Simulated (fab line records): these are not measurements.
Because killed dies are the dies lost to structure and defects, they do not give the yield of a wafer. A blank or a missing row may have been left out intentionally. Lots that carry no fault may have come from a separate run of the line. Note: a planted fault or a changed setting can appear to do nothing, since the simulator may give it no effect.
Struck lot and sound lot, side by side | flow n5 finfet | 6 steps out of a route of 1938
Sound: these wafers, L484.1, L484.3, L484.6. Struck: wafer L481.2 (L481.3, L481.5, from the same lot, were not struck and are left out); the cause is given at the end.
At each step with rows: each side's tool, then ch and its chambers, then its first start. Under that, the readings that differ: sound wafers | struck wafers | difference of the means | sigmas: that difference in standard deviations of wafers without a fault.
alike: readings with means less than 2 such deviations apart, plus words and numbers identical on both sides. not compared: withheld readings, readings lacking a value on some wafer, bounds such as >300 that could conceal the same value, and numbers that have no deviation in the record and whose values overlap.
A row with sigmas, a row that says differs or no value, or rows on one side alone: a step with any of these is where the two part. Numbers that don't overlap but have no deviation are shown without sigmas and don't part them. A reading missing from all wafers of one side parts the sides only when that side holds two or more wafers.

N5_START_INSPECT_01: inspects for defects (unpatterned scan).
  sound: defect inspect-01 at day 6 18:02; struck: defect inspect-02 at day 6 00:02
  alike: raw defect count
then, 2 steps without rows for these wafers: N5_ZERO_LAYER_PRECLEAN_00 (cleans in SPM, time 600 s); N5_ZERO_LAYER_SRD_01 (time 30 s, dry time 30 s).
N5_ZERO_LAYER_PECVD_02: deposits SiO2 from SiH4/N2O, target thk 10 nm, time 6 s.
  sound on pecvd-03 ch 0,1,2, day 6 18:17; struck on pecvd-01 ch 2, day 6 00:17
  reading                                       | sound             | struck | difference | sigmas
  model.SiO2_of_ZERO_LAYER_PECVD_02.thk nm (nm) | 9.917 9.803 9.873 | 13.58  | +3.72      |
  alike: heater power outer w, heater power w, showerhead plenum p Torr
then, 1 step without rows for these wafers: N5_ZERO_LAYER_HMDS_04 (time 60 s).
-- a jump in the record: the struck wafers' starts before and after are 14 days apart (it breaks off in module ZERO_LAYER and resumes in module PASSIVATION, where the first step shown is number 1936 of the route) --
N5_PASSIVATION_PROBE_49:
  sound: prober-01 at day 19 23:55; struck: prober-01 at day 19 21:33
  alike: killed_at_M0_to_M3, killed_at_M4_up, killed at contacts, killed at front end, killed at other, killed dies, killed open, killed short

WHERE THEY PART
Nowhere in this record.

WHY: what had been put in by the simulator
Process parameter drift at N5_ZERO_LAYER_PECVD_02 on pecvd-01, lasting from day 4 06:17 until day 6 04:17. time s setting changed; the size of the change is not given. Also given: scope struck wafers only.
